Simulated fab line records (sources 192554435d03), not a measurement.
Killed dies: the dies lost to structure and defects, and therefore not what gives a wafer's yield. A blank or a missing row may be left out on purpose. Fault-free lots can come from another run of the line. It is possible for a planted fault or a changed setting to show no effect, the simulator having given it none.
Split-lot trial :: flow n5-finfet :: 21 wafers read from 7 lots, route of 1938 steps

== ABOUT THE SPLIT ==
At N5_BEOL_M6_EXPOSE_25 (exposes mask V5, target cd 40 nm), the setting dose-mj was moved away from the recipe's 45 on 9 of the 21 wafers read, by -4.8% to +5.3%. All remaining wafers had this setting at the recipe value.

== FROM THE SPLIT TO THE READING: what the file shows between them, 2 steps ==
- N5_BEOL_M6_PEB_26: peb time 60 s
- N5_BEOL_M6_DEVELOP_27: develop time 30 s

== THE READING ==
Shown in nm: cd-nm at N5_BEOL_M6_CD_MEAS_28, with target cd 40 nm. On this fab line, fault-free wafers typically give 39.95 nm with a standard deviation of 0.24 nm.

wafer: L075.2
tool, chamber at the split: euv-scanner-01, 0
dose-mj as run: 45
against the recipe: recipe
cd-nm, nm: 40.03
against lot-mates on the recipe: -

wafer: L075.3
tool, chamber at the split: euv-scanner-01, 0
dose-mj as run: 45
against the recipe: recipe
cd-nm, nm: 39.79
against lot-mates on the recipe: -

wafer: L075.4
tool, chamber at the split: euv-scanner-01, 0
dose-mj as run: 45
against the recipe: recipe
cd-nm, nm: 40.03
against lot-mates on the recipe: -

wafer: L081.3
tool, chamber at the split: euv-scanner-01, 0
dose-mj as run: 44.02
against the recipe: -2.2%
cd-nm, nm: 39.40
against lot-mates on the recipe: -0.85

wafer: L081.5
tool, chamber at the split: euv-scanner-01, 0
dose-mj as run: 45
against the recipe: recipe
cd-nm, nm: 40.25
against lot-mates on the recipe: -

wafer: L081.6
tool, chamber at the split: euv-scanner-01, 0
dose-mj as run: 44.02
against the recipe: -2.2%
cd-nm, nm: 39.79
against lot-mates on the recipe: -0.46

wafer: L083.3
tool, chamber at the split: euv-scanner-01, 0
dose-mj as run: 45
against the recipe: recipe
cd-nm, nm: 40.21
against lot-mates on the recipe: -

wafer: L083.5
tool, chamber at the split: euv-scanner-01, 0
dose-mj as run: 45
against the recipe: recipe
cd-nm, nm: 40.09
against lot-mates on the recipe: -

wafer: L083.6
tool, chamber at the split: euv-scanner-01, 0
dose-mj as run: 47.4
against the recipe: +5.3%
cd-nm, nm: 40.90
against lot-mates on the recipe: +0.75

wafer: L085.4
tool, chamber at the split: euv-scanner-02, 0
dose-mj as run: 45
against the recipe: recipe
cd-nm, nm: 39.93
against lot-mates on the recipe: -

wafer: L085.5
tool, chamber at the split: euv-scanner-02, 0
dose-mj as run: 43.43
against the recipe: -3.5%
cd-nm, nm: 38.95
against lot-mates on the recipe: -0.81

wafer: L085.6
tool, chamber at the split: euv-scanner-02, 0
dose-mj as run: 45
against the recipe: recipe
cd-nm, nm: 39.60
against lot-mates on the recipe: -

wafer: L089.1
tool, chamber at the split: euv-scanner-02, 0
dose-mj as run: 45
against the recipe: recipe
cd-nm, nm: 39.67
against lot-mates on the recipe: -

wafer: L089.3
tool, chamber at the split: euv-scanner-02, 0
dose-mj as run: 42.83
against the recipe: -4.8%
cd-nm, nm: 39.11
against lot-mates on the recipe: -0.56

wafer: L089.6
tool, chamber at the split: euv-scanner-02, 0
dose-mj as run: 42.83
against the recipe: -4.8%
cd-nm, nm: 38.89
against lot-mates on the recipe: -0.78

wafer: L094.1
tool, chamber at the split: euv-scanner-02, 0
dose-mj as run: 47.01
against the recipe: +4.5%
cd-nm, nm: 41.26
against lot-mates on the recipe: +1.11

wafer: L094.3
tool, chamber at the split: euv-scanner-02, 0
dose-mj as run: 45
against the recipe: recipe
cd-nm, nm: 40.15
against lot-mates on the recipe: -

wafer: L094.6
tool, chamber at the split: euv-scanner-02, 0
dose-mj as run: 47.01
against the recipe: +4.5%
cd-nm, nm: 40.78
against lot-mates on the recipe: +0.63

wafer: L096.1
tool, chamber at the split: euv-scanner-02, 0
dose-mj as run: 46.77
against the recipe: +3.9%
cd-nm, nm: 40.64
against lot-mates on the recipe: +0.81

wafer: L096.4
tool, chamber at the split: euv-scanner-02, 0
dose-mj as run: 45
against the recipe: recipe
cd-nm, nm: 39.87
against lot-mates on the recipe: -

wafer: L096.5
tool, chamber at the split: euv-scanner-02, 0
dose-mj as run: 45
against the recipe: recipe
cd-nm, nm: 39.78
against lot-mates on the recipe: -

FIT RESULTS
A straight line over all 21 wafers: cd-nm changes by +0.207 nm for each +1% of dose-mj; r = +0.94; the points scatter about the line by 0.22 nm.
The same after taking each lot's own level away (the mean of its wafers on the recipe; 21 wafers): +0.179 nm for each +1%; r = +0.94; scatter 0.18 nm.
Per that fit: largest dose-mj move, reading shift of 0.95 nm.
Across the lots, their own levels run from 39.670 to 40.250 nm, a range of 2.4 times the standard deviation given above.
So the slope is not independent of the lot-to-lot level: the two fits are not the same.
Check: +0.996 nm against its lot-mates is what the line predicts for one of the wafers moved furthest among these (+5.3%) when that wafer is left out of the fit. Against them it came out at +0.75 nm.

== THE WHOLE CHAIN: every reading that the file lists as answering this split, in the file's order ==
step: N5_BEOL_M6_CD_MEAS_28
what it does: target cd 40 nm
reading: cd-nm
change (the file's fit): +0.178 nm for each +1% of the setting
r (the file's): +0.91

step: N5_BEOL_M6_DESCUM_33
what it does: chemistry O2, time 7 s
reading: BEOL_M6.cd-nm (the simulator's own value, which no gauge read)
change (the file's fit): +0.222 nm for each +1% of the setting
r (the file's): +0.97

step: N5_BEOL_M6_VIA_ETCH_34
what it does: etches SiCOH lowk in C4F6/O2, target depth 126.3 nm, time 50.9 s
reading: BEOL_M6.cd-nm (the simulator's own value, which no gauge read)
change (the file's fit): +0.213 nm for each +1% of the setting
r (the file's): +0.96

== THE FILE'S OWN FIT ==
cd-nm changes by +0.178 nm for each +1% of dose-mj, r = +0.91.
